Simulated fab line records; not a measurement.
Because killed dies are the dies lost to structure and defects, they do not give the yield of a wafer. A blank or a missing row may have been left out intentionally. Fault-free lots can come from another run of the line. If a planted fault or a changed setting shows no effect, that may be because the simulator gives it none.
fab line records | flow n5_finfet
record lots=7 | wafers=19 | last_day=18
route steps=1938 shown FIN_SAQP@143 FIN_CUT@154 BEOL_M4@1111
lots with no fault: from the same line, run without faults
start_h: the number of hours between the record's first day and the start of the first shown wafer of the lot | wait_h: hours elapsed since this lot's preceding step | " the same as in the row above | L1.1+2: several wafers, shown together as one row | - no value, or no start given | * or withheld: withheld | < > ~ a bound
route shown NAME@n: NAME is a module with steps in the file, n the number in the route of the first one | usual: mean/standard deviation of fault-free wafers | same: alike in all rows | chamber/n: place in a boat | sites: readings site by site | _std_site: how widely they spread, as a standard deviation | _edge_site: the outer-site mean with the inner-site mean subtracted | radius_mm: how far each site lies from the wafer's centre | mask NAME#n: copy n | behind: the tool/chamber that last shaped the wafer | hold: what put the lot on hold/how long, in hours/how the hold closed | device: whichever transistor did not switch (one of n, p or np) | end of line: tests of these same wafers at the route's end | for a step that has no rows: nothing shown but its recipe | killed: not the wafer's yield, but the dies lost to structure and defects at the first sort | map: dies across one wafer; x = killed, . = not, _ = none there
set.NAME: the setting the step ran with; set.NAME@STEP: the setting that earlier step ran with | model.NAME: the simulator's own value behind a step, which no gauge read
a table for each step, a row for each wafer; lots at some steps of the route
services: from which hour (start_h, from the record's first day; less than 0 if before it) a tool's chamber was out of use, for how many hours, and why
## steps
# step N5_FIN_SAQP_ETCH_34
# recipe chemistry=C4F6/O2 | target=SiO2 | target_depth_a=450 | time_s=15 | ion_energy_ev=250 | pressure_mtorr=30 | source_w=345 | bias_w=185 | Ar_flow_sccm=300 | C4F6_flow_sccm=10 | O2_flow_sccm=10 | ends=cleared
# usual drypump_motor_current_A=5.7/0.47 | etch_rf_on_time_s=15.13/0.22 | oes_product_au=0.64/0.041 | rf_vpp_V=662/9.6 | showerhead_plenum_p_Torr=2.81/0.1 | throttle_valve_pct=21.13/0.19
lot.wafer | tool        | chamber | start_h | wait_h | drypump_motor_current_A | etch_rf_on_time_s | oes_product_au | rf_hours_counter_h | rf_vpp_V | showerhead_plenum_p_Torr | throttle_valve_pct
L661.3    | rie_diel-05 | 1       | 50.62   | 0.0    | 6.6                     | 15.02             | 0.59           | 220                | 651      | 2.72                     | 21.49
L661.5    | "           | 1       | "       | "      | 6.6                     | 15.08             | 0.59           | -                  | 651      | 2.72                     | 21.50
L661.6    | "           | 0       | "       | "      | 5.3                     | 15.27             | 0.68           | -                  | 657      | 2.65                     | 21.24
L666.1    | rie_diel-01 | 3       | 74.64   | 0.0    | 5.3                     | 15.23             | 0.63           | 180                | 672      | 2.84                     | 21.02
L666.4    | "           | 2       | "       | "      | 6.4                     | 14.90             | 0.60           | 194                | 665      | 2.93                     | 20.97
L666.5    | "           | 3       | "       | "      | 5.3                     | 15.12             | 0.63           | -                  | 671      | 2.84                     | 21.01
L675.2    | rie_diel-01 | 3       | 129.60  | 0.0    | 5.3                     | 15.23             | 0.62           | 199                | 671      | 2.83                     | 21.05
L675.3    | "           | 2       | "       | "      | 6.4                     | 14.76             | 0.60           | 211                | 665      | 2.92                     | 20.99
L677.2    | rie_diel-05 | 2       | 143.67  | 0.0    | 5.4                     | 15.41             | 0.59           | 228                | 677      | 2.72                     | 21.16
L677.6    | "           | 3       | "       | "      | 5.1                     | 15.27             | 0.62           | -                  | 650      | 2.85                     | 21.16
L678.2    | rie_diel-05 | 0       | 148.57  | 0.0    | 5.3                     | 15.10             | 0.65           | 144                | 657      | 2.63                     | 21.31
L678.4    | "           | 0       | "       | "      | 5.3                     | 15.17             | 0.65           | -                  | 657      | 2.63                     | 21.29
L678.5    | "           | 3       | "       | "      | 5.1                     | 15.21             | 0.62           | -                  | 650      | 2.84                     | 21.16
L680.2    | rie_diel-05 | 1       | 158.14  | 0.0    | 6.6                     | 14.63             | 0.87           | 3                  | 660      | 3.05                     | 21.21
L680.3    | "           | 0       | "       | "      | 5.3                     | 14.99             | 0.66           | 148                | 656      | 2.63                     | 21.33
L680.6    | "           | 0       | "       | "      | 5.3                     | 14.93             | 0.65           | -                  | 656      | 2.63                     | 21.32
L681.2    | rie_diel-06 | 1       | 163.44  | 0.0    | 5.7                     | 14.71             | 0.62           | 233                | 667      | 2.83                     | 21.46
L681.3    | "           | 0       | "       | "      | 6.0                     | 15.34             | 0.65           | 138                | 660      | 2.96                     | 21.03
L681.5    | "           | 0       | "       | "      | 6.1                     | 15.35             | 0.66           | -                  | 659      | 2.96                     | 21.05
# step N5_FIN_SAQP_STRIP_77
# recipe chemistry=N2/H2 | time_s=90 | power_w=100 | temp_c=40 | pressure_mtorr=100 | rf_frequency_hz=6e+07 | bias_power_w=3 | n2_flow_sccm=300 | h2_flow_sccm=300
# usual drypump_motor_current_A=5.7/0.47 | oes_product_au=0.75/0.051 | rf_vpp_V=45.2/0.91 | showerhead_plenum_p_Torr=3.34/0.12 | throttle_valve_pct=12.29/0.22
lot.wafer | tool        | chamber | start_h | wait_h | drypump_motor_current_A | oes_product_au | rf_hours_counter_h | rf_vpp_V | showerhead_plenum_p_Torr | throttle_valve_pct
L661.3    | rie_diel-05 | 1       | 50.64   | 0.0    | 6.6                     | 0.69           | 220                | 44.4     | 3.23                     | 12.68
L661.5    | "           | 1       | "       | "      | 6.6                     | 0.70           | -                  | 44.8     | 3.23                     | 12.68
L661.6    | "           | 0       | "       | "      | 5.3                     | 0.79           | -                  | 44.9     | 3.16                     | 12.39
L666.1    | rie_diel-01 | 3       | 74.66   | 0.0    | 5.3                     | 0.74           | 180                | 45.1     | 3.38                     | 12.23
L666.4    | "           | 2       | "       | "      | 6.4                     | 0.70           | 194                | 44.7     | 3.48                     | 12.16
L666.5    | "           | 3       | "       | "      | 5.3                     | 0.73           | -                  | 43.6     | 3.38                     | 12.24
L675.2    | rie_diel-01 | 3       | 129.63  | 0.0    | 5.3                     | 0.73           | 199                | 45.9     | 3.37                     | 12.27
L675.3    | "           | 2       | "       | "      | 6.4                     | 0.69           | 211                | 46.9     | 3.47                     | 12.20
L677.2    | rie_diel-05 | 2       | 143.69  | 0.0    | 5.5                     | 0.70           | 228                | 44.8     | 3.20                     | 12.34
L677.6    | "           | 3       | "       | "      | 5.1                     | 0.72           | -                  | 44.9     | 3.33                     | 12.19
L678.2    | rie_diel-05 | 0       | 148.59  | 0.0    | 5.3                     | 0.75           | 144                | 45.1     | 3.14                     | 12.47
L678.4    | "           | 0       | "       | "      | 5.3                     | 0.76           | -                  | 45.3     | 3.14                     | 12.47
L678.5    | "           | 3       | "       | "      | 5.1                     | 0.72           | -                  | 43.9     | 3.33                     | 12.23
L680.2    | rie_diel-05 | 1       | 158.16  | 0.0    | 6.6                     | 1.01           | 3                  | 45.7     | 3.62                     | 12.14
L680.3    | "           | 0       | "       | "      | 5.3                     | 0.76           | 148                | 44.2     | 3.14                     | 12.48
L680.6    | "           | 0       | "       | "      | 5.3                     | 0.75           | -                  | 43.7     | 3.14                     | 12.49
L681.2    | rie_diel-06 | 1       | 163.46  | 0.0    | 5.7                     | 0.72           | 233                | 45.5     | 3.35                     | 12.69
L681.3    | "           | 0       | "       | "      | 6.0                     | 0.77           | 138                | 45.3     | 3.52                     | 12.22
L681.5    | "           | 0       | "       | "      | 6.1                     | 0.76           | -                  | 45.9     | 3.51                     | 12.23
# step N5_FIN_SAQP_HM_CD_35
# recipe target_cd_nm=8 | polarity=line
# usual cd_nm=8.13/0.24
lot.wafer | tool      | chamber | start_h | wait_h | cd_nm
L661.3    | cd_sem-01 | -       | 50.77   | 0.1    | 8.27
L661.5    | "         | -       | "       | "      | 8.55
L661.6    | "         | -       | "       | "      | 8.30
L666.1    | cd_sem-02 | -       | 74.78   | 0.1    | 8.44
L666.4    | "         | -       | "       | "      | 8.20
L666.5    | "         | -       | "       | "      | 8.34
L675.2    | cd_sem-03 | -       | 129.75  | 0.1    | 8.13
L675.3    | "         | -       | "       | "      | 8.09
L677.2    | cd_sem-01 | -       | 143.82  | 0.1    | 7.91
L677.6    | "         | -       | "       | "      | 7.98
L678.2    | cd_sem-03 | -       | 148.72  | 0.1    | 8.37
L678.4    | "         | -       | "       | "      | 8.29
L678.5    | "         | -       | "       | "      | 8.06
L680.2    | cd_sem-02 | -       | 158.29  | 0.1    | 8.09
L680.3    | "         | -       | "       | "      | 8.16
L680.6    | "         | -       | "       | "      | 8.00
L681.2    | cd_sem-01 | -       | 163.60  | 0.1    | 7.62
L681.3    | "         | -       | "       | "      | 8.07
L681.5    | "         | -       | "       | "      | 8.37
# step N5_FIN_SAQP_ETCH_64
# recipe chemistry=CF4 | target=SiO2 | target_depth_a=15 | ion_energy_ev=350 | pressure_mtorr=10 | icp_w=800 | bias_w=400 | cf4_flow_sccm=80
# usual drypump_motor_current_A=5.6/0.39 | oes_product_au=1.004/0.025 | throttle_valve_pct=21.85/0.2
lot.wafer | tool      | chamber | start_h | wait_h | drypump_motor_current_A | oes_product_au | rf_hours_counter_h | throttle_valve_pct
L661.3    | rie_si-04 | 3       | 50.82   | 0.0    | 6.2                     | 1.005          | 35                 | 21.88
L661.5    | "         | 3       | "       | "      | 6.2                     | 1.004          | -                  | 21.87
L661.6    | "         | 0       | "       | "      | 5.9                     | 1.045          | -                  | 21.89
L666.1    | rie_si-04 | 2       | 74.83   | 0.0    | 5.1                     | 1.040          | 7                  | 21.51
L666.4    | "         | 1       | "       | "      | 5.2                     | 0.982          | 194                | 21.49
L666.5    | "         | 3       | "       | "      | 6.2                     | 0.992          | -                  | 21.88
L675.2    | rie_si-01 | 2       | 129.80  | 0.0    | 5.0                     | 1.028          | 160                | 21.67
L675.3    | "         | 1       | "       | "      | 5.5                     | 0.978          | 161                | 21.92
L677.2    | rie_si-01 | 1       | 143.86  | 0.0    | 5.5                     | 0.996          | 161                | 21.94
L677.6    | "         | 3       | "       | "      | 5.3                     | 0.967          | -                  | 22.05
L678.2    | rie_si-06 | 3       | 148.76  | 0.0    | 5.6                     | 1.029          | 171                | 22.23
L678.4    | "         | 2       | "       | "      | 5.7                     | 1.021          | 123                | 21.72
L678.5    | "         | 3       | "       | "      | 5.6                     | 1.018          | -                  | 22.21
L680.2    | rie_si-01 | 0       | 158.34  | 0.0    | 6.1                     | 0.987          | 79                 | 21.79
L680.3    | "         | 2       | "       | "      | 5.0                     | 1.017          | 161                | 21.66
L680.6    | "         | 2       | "       | "      | 4.9                     | 1.019          | -                  | 21.67
L681.2    | rie_si-04 | 2       | 163.64  | 0.0    | 5.1                     | 1.044          | 9                  | 21.53
L681.3    | "         | 3       | "       | "      | 6.2                     | 1.010          | 37                 | 21.90
L681.5    | "         | 3       | "       | "      | 6.2                     | 1.001          | -                  | 21.88
# step N5_FIN_SAQP_FIN_ETCH_36
# recipe chemistry=HBr/Cl2/O2 | target_depth_a=1200 | mask_material=SiNx | time_s=50.4 | bias_w=102 | pressure_mtorr=10 | icp_w=800 | HBr_flow_sccm=150 | Cl2_flow_sccm=80 | O2_flow_sccm=12
# usual HBr_flow_sccm=150.0/0.5 | drypump_motor_current_A=5.6/0.39 | mfc_cl2_sccm=80.00/0.27 | oes_product_au=1.004/0.024 | throttle_valve_pct=36.1/0.31
lot.wafer | tool      | chamber | start_h | wait_h | HBr_flow_sccm | drypump_motor_current_A | mfc_cl2_sccm | oes_product_au | rf_hours_counter_h | throttle_valve_pct
L661.3    | rie_si-04 | 3       | 50.84   | 0.0    | 150.4         | 6.3                     | 80.07        | 1.011          | 35                 | 36.2
L661.5    | "         | 3       | "       | "      | 150.5         | 6.3                     | 80.32        | 1.006          | -                  | 36.2
L661.6    | "         | 0       | "       | "      | 150.5         | 5.9                     | 79.92        | 1.029          | -                  | 36.1
L666.1    | rie_si-04 | 2       | 74.85   | 0.0    | 149.2         | 5.1                     | 80.28        | 1.042          | 7                  | 35.9
L666.4    | "         | 1       | "       | "      | 149.9         | 5.2                     | 80.07        | 0.987          | 194                | 35.8
L666.5    | "         | 3       | "       | "      | 149.1         | 6.3                     | 79.58        | 1.011          | -                  | 36.2
L675.2    | rie_si-01 | 2       | 129.82  | 0.0    | 150.4         | 5.0                     | 79.66        | 1.025          | 160                | 36.2
L675.3    | "         | 1       | "       | "      | 149.7         | 5.5                     | 79.86        | 0.982          | 161                | 35.9
L677.2    | rie_si-01 | 1       | 143.88  | 0.0    | 150.4         | 5.5                     | 79.93        | 0.987          | 161                | 35.9
L677.6    | "         | 3       | "       | "      | 150.4         | 5.3                     | 80.04        | 0.962          | -                  | 36.4
L678.2    | rie_si-06 | 3       | 148.78  | 0.0    | 149.4         | 5.7                     | 80.20        | 1.033          | 171                | 36.7
L678.4    | "         | 2       | "       | "      | 149.9         | 5.7                     | 79.57        | 1.026          | 123                | 35.6
L678.5    | "         | 3       | "       | "      | 149.5         | 5.7                     | 79.63        | 1.022          | -                  | 36.7
L680.2    | rie_si-01 | 0       | 158.36  | 0.0    | 150.1         | 6.1                     | 79.58        | 0.981          | 79                 | 35.8
L680.3    | "         | 2       | "       | "      | 150.7         | 5.0                     | 79.88        | 1.026          | 161                | 36.2
L680.6    | "         | 2       | "       | "      | 150.6         | 5.0                     | 80.02        | 1.026          | -                  | 36.2
L681.2    | rie_si-04 | 2       | 163.66  | 0.0    | 149.7         | 5.1                     | 79.79        | 1.050          | 9                  | 35.9
L681.3    | "         | 3       | "       | "      | 150.2         | 6.3                     | 80.66        | 1.003          | 37                 | 36.2
L681.5    | "         | 3       | "       | "      | 150.7         | 6.3                     | 80.46        | 0.994          | -                  | 36.2
# step N5_FIN_SAQP_CD_MEAS_37
# recipe target_cd_nm=8 | polarity=line
# usual cd_nm=8.19/0.25
lot.wafer | tool      | chamber | start_h | wait_h | cd_nm
L661.3    | cd_sem-02 | -       | 50.96   | 0.1    | 8.04
L661.5    | "         | -       | "       | "      | 8.04
L661.6    | "         | -       | "       | "      | 8.27
L666.1    | cd_sem-02 | -       | 74.97   | 0.1    | 8.19
L666.4    | "         | -       | "       | "      | 8.14
L666.5    | "         | -       | "       | "      | 8.10
L675.2    | cd_sem-03 | -       | 129.94  | 0.1    | 8.38
L675.3    | "         | -       | "       | "      | 8.33
L677.2    | cd_sem-03 | -       | 144.00  | 0.1    | 7.77
L677.6    | "         | -       | "       | "      | 8.06
L678.2    | cd_sem-02 | -       | 148.90  | 0.1    | 8.15
L678.4    | "         | -       | "       | "      | 7.76
L678.5    | "         | -       | "       | "      | 8.29
L680.2    | cd_sem-02 | -       | 158.48  | 0.1    | 8.33
L680.3    | "         | -       | "       | "      | 8.32
L680.6    | "         | -       | "       | "      | 8.36
L681.2    | cd_sem-02 | -       | 163.80  | 0.1    | 8.38
L681.3    | "         | -       | "       | "      | 8.31
L681.5    | "         | -       | "       | "      | 8.16
# step N5_FIN_SAQP_PRECLEAN_38
# recipe chemistry=O3/DIW | time_s=45 | temp_c=22 | o3_ppm=10
# step N5_FIN_SAQP_PRECLEAN_45
# recipe chemistry=dHF | time_s=10 | dilution=500:1 | temp_c=25
# step N5_FIN_SAQP_SRD_39
# recipe dry=ipa_marangoni | time_s=30 | temp_c=23 | rinse_liquid=diw
# step N5_FIN_SAQP_OCD_MEAS_76
# usual trench_depth_nm=119.3/1.7
lot.wafer | tool   | chamber | start_h | wait_h | trench_depth_nm
L661.3    | ocd-01 | -       | 51.06   | 0.0    | 118.2
L661.5    | "      | -       | "       | "      | 118.0
L661.6    | "      | -       | "       | "      | 121.5
L666.1    | ocd-01 | -       | 75.07   | 0.0    | 122.0
L666.4    | "      | -       | "       | "      | 119.1
L666.5    | "      | -       | "       | "      | 118.4
L675.2    | ocd-02 | -       | 130.04  | 0.0    | 119.3
L675.3    | "      | -       | "       | "      | 117.3
L677.2    | ocd-01 | -       | 144.10  | 0.0    | 116.6
L677.6    | "      | -       | "       | "      | 116.2
L678.2    | ocd-02 | -       | 149.00  | 0.0    | 121.0
L678.4    | "      | -       | "       | "      | 123.0
L678.5    | "      | -       | "       | "      | 121.7
L680.2    | ocd-01 | -       | 158.58  | 0.0    | 118.2
L680.3    | "      | -       | "       | "      | 118.9
L680.6    | "      | -       | "       | "      | 117.7
L681.2    | ocd-02 | -       | 163.89  | 0.0    | 122.2
L681.3    | "      | -       | "       | "      | 117.6
L681.5    | "      | -       | "       | "      | 118.7
# step N5_FIN_SAQP_INSPECT_40
# recipe inspect_instrument=brightfield | mode=aei
# usual raw_defect_count=233/72
lot.wafer | tool              | chamber | start_h | wait_h | raw_defect_count
L661.3    | defect_inspect-02 | -       | 51.09   | 0.0    | 241
L661.5    | "                 | -       | "       | "      | 323
L661.6    | "                 | -       | "       | "      | 248
L666.1    | defect_inspect-01 | -       | 75.10   | 0.0    | 130
L666.4    | "                 | -       | "       | "      | 142
L666.5    | "                 | -       | "       | "      | 237
L675.2    | defect_inspect-01 | -       | 130.07  | 0.0    | 190
L675.3    | "                 | -       | "       | "      | 202
L677.2    | defect_inspect-02 | -       | 144.13  | 0.0    | 150
L677.6    | "                 | -       | "       | "      | 165
L678.2    | defect_inspect-01 | -       | 149.03  | 0.0    | 254
L678.4    | "                 | -       | "       | "      | 190
L678.5    | "                 | -       | "       | "      | 334
L680.2    | defect_inspect-02 | -       | 158.61  | 0.0    | 228
L680.3    | "                 | -       | "       | "      | 282
L680.6    | "                 | -       | "       | "      | 258
L681.2    | defect_inspect-02 | -       | 163.92  | 0.0    | 273
L681.3    | "                 | -       | "       | "      | 288
L681.5    | "                 | -       | "       | "      | 314
# step N5_FIN_CUT_COAT_18
# recipe resist=SOC | temp_c=250 | time_s=60 | spin_rpm=1500 | resist_thk_nm=230
# step N5_FIN_CUT_COAT_19
# recipe resist=SiARC | temp_c=220 | time_s=60 | spin_rpm=1500 | resist_thk_nm=20
# usual heater_power_total_W=427.6/2.1 | run_length_s=66.19/0.17
lot.wafer | tool           | chamber | start_h | wait_h | heater_power_total_W | run_length_s
L661.3    | litho_track-05 | 0       | 51.12   | -      | 428.6                | 66.65
L661.5    | "              | 0       | "       | "      | 425.6                | 66.47
L661.6    | "              | 0       | "       | "      | 424.2                | 66.47
L666.1    | litho_track-02 | 0       | 75.14   | -      | 430.8                | 66.20
L666.4    | "              | 0       | "       | "      | 427.5                | 65.94
L666.5    | "              | 0       | "       | "      | 427.0                | 66.02
L675.2    | litho_track-02 | 0       | 130.10  | -      | 444.0                | 62.28
L675.3    | "              | 0       | "       | "      | 430.6                | 65.98
L677.2    | litho_track-02 | 0       | 144.17  | -      | 444.7                | 62.23
L677.6    | "              | 0       | "       | "      | 445.9                | 62.46
L678.2    | litho_track-02 | 0       | 149.07  | -      | 442.4                | 62.49
L678.4    | "              | 0       | "       | "      | 430.0                | 66.08
L678.5    | "              | 0       | "       | "      | 425.6                | 66.05
L680.2    | litho_track-05 | 0       | 158.64  | -      | 428.0                | 66.30
L680.3    | "              | 0       | "       | "      | 429.2                | 66.35
L680.6    | "              | 0       | "       | "      | 424.2                | 66.33
L681.2    | litho_track-05 | 0       | 163.96  | -      | 425.8                | 66.26
L681.3    | "              | 0       | "       | "      | 425.8                | 66.62
L681.5    | "              | 0       | "       | "      | 430.0                | 66.46
# step N5_FIN_CUT_COAT_29
# recipe resist=underlayer | temp_c=205 | time_s=60 | spin_rpm=1500 | resist_thk_nm=10
# step N5_BEOL_M4_RC_MEAS_101
# usual DIBL_N=35.9/1.4 | DIBL_P=35.9/1.7 | IOFF_N=0.160/0.026 | IOFF_P=0.21/0.036 | ION_N=672/11 | ION_P=461/8.1 | SS_N=71.4/0.54 | SS_P=73.2/0.67 | VT_N=249.3/2.7 | VT_P=-250/3.9
lot.wafer | tool      | chamber | start_h | wait_h | DIBL_N[mV/V] | DIBL_P[mV/V] | IOFF_N[nA/um] | IOFF_P[nA/um] | ION_N[uA/um] | ION_P[uA/um] | SS_N[mV/dec] | SS_P[mV/dec] | VT_N[mV] | VT_P[mV]
L661.3    | prober-02 | 0       | 197.11  | 0.3    | 36.4         | 35.4         | 0.161         | 0.20          | 663          | 454          | 71.0         | 73.6         | 249.6    | -252
L661.5    | "         | 0       | "       | "      | 35.9         | 35.5         | 0.162         | 0.21          | 674          | 462          | 71.0         | 72.9         | 250.4    | -249
L661.6    | "         | 0       | "       | "      | 38.1         | 37.9         | 0.191         | 0.25          | 671          | 463          | 72.0         | 74.1         | 246.7    | -246
L666.1    | prober-02 | 0       | 222.54  | 0.0    | 36.5         | 37.2         | 0.165         | 0.20          | 676          | 456          | 71.3         | 73.7         | 249.1    | -252
L666.4    | "         | 0       | "       | "      | 36.6         | 37.3         | 0.167         | 0.19          | 679          | 461          | 71.5         | 73.8         | 248.0    | -256
L666.5    | "         | 0       | "       | "      | 36.2         | 37.1         | 0.164         | 0.19          | 683          | 459          | 70.6         | 73.5         | 249.2    | -253
L675.2    | prober-02 | 0       | 261.09  | 0.2    | 37.0         | 36.9         | 0.172         | 0.27          | 663          | 461          | 71.4         | 73.1         | 246.3    | -247
L675.3    | "         | 0       | "       | "      | 35.3         | 35.3         | 0.155         | 0.24          | 676          | 473          | 70.9         | 72.8         | 247.6    | -245
L677.2    | prober-01 | 0       | 288.54  | 0.2    | 36.4         | 36.7         | 0.167         | 0.25          | 660          | 463          | 72.0         | 73.4         | 248.3    | -246
L677.6    | "         | 0       | "       | "      | 33.6         | 32.9         | 0.123         | 0.20          | 657          | 461          | 71.4         | 72.8         | 251.9    | -250
L678.2    | prober-02 | 0       | 309.51  | 0.2    | 36.5         | 34.8         | 0.142         | 0.16          | 669          | 456          | 71.0         | 73.1         | 250.3    | -257
L678.4    | "         | 0       | "       | "      | 36.6         | 35.4         | 0.139         | 0.16          | 658          | 447          | 71.4         | 73.3         | 253.1    | -257
L678.5    | "         | 0       | "       | "      | 35.4         | 33.4         | 0.124         | 0.14          | 665          | 448          | 70.8         | 72.6         | 252.1    | -257
L680.2    | prober-01 | 0       | 309.85  | 0.2    | 34.5         | 35.1         | 0.159         | 0.19          | 681          | 463          | 71.0         | 73.0         | 249.1    | -252
L680.3    | "         | 0       | "       | "      | 35.1         | 37.1         | 0.174         | 0.22          | 690          | 470          | 71.7         | 73.1         | 246.4    | -252
L680.6    | "         | 0       | "       | "      | 34.4         | 35.6         | 0.158         | 0.20          | 682          | 466          | 71.4         | 72.7         | 248.8    | -251
L681.2    | prober-02 | 0       | 316.42  | 0.2    | 39.0         | 40.0         | 0.214         | 0.25          | 680          | 464          | 72.3         | 74.7         | 247.5    | -248
L681.3    | "         | 0       | "       | "      | 38.4         | 39.7         | 0.194         | 0.24          | 668          | 459          | 71.7         | 74.4         | 249.7    | -250
L681.5    | "         | 0       | "       | "      | 35.8         | 36.9         | 0.151         | 0.19          | 663          | 456          | 71.6         | 73.2         | 252.8    | -254
## services
tool           | chamber | start_h | hours | kind
rie_diel-05    | 1       | 35.97   | 1.5   | repair
rie_si-01      | 1       | 37.98   | 9.0   | repair
rie_diel-01    | -       | 38.30   | 0.8   | repair
rie_diel-01    | -       | 39.22   | 13.9  | repair
rie_si-01      | -       | 82.92   | 15.6  | pm
litho_track-05 | -       | 124.73  | -     | consumable_replace:filter
rie_diel-06    | 2       | 130.51  | 8.3   | repair
rie_diel-05    | 1       | 139.24  | -     | clean
rie_diel-05    | 1       | 139.24  | -     | consumable_replace:focus_ring
rie_diel-05    | 1       | 139.24  | -     | consumable_replace:showerhead
rie_diel-05    | 1       | 139.24  | 12.1  | scheduled_down
rie_diel-05    | 1       | 139.24  | 12.1  | vent_cycle
rie_si-04      | 3       | 142.13  | 1.4   | repair
rie_si-01      | 3       | 145.68  | 7.2   | repair
rie_si-04      | 1       | 146.47  | -     | clean
rie_si-04      | 1       | 146.47  | 18.4  | scheduled_down
rie_si-04      | 1       | 146.47  | 18.4  | vent_cycle
rie_diel-06    | 3       | 159.99  | 6.8   | repair
rie_si-01      | 2       | 162.76  | 3.4   | repair
## key
first_sign step=N5_FIN_CUT_COAT_19 | reading=run_length_s | direction=down | sigmas=23 | usual=* | struck=*
effect step=N5_FIN_CUT_COAT_19 | reading=heater_power_total_W | direction=up | sigmas=7.9 | usual=* | struck=*
met_at N5_FIN_CUT_COAT_19
struck_wafers L675.2,L677.2,L677.6,L678.2
onset_between 75.14 130.10
fault kind=process_parameter_drift | tool=litho_track-02 | chamber=- | onset_h=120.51 | steps=N5_FIN_CUT_COAT_19 | channel=time_s | offset=* | shape=step | end_h=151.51 | scope=struck_wafers_only | acts_in=* | stated=*
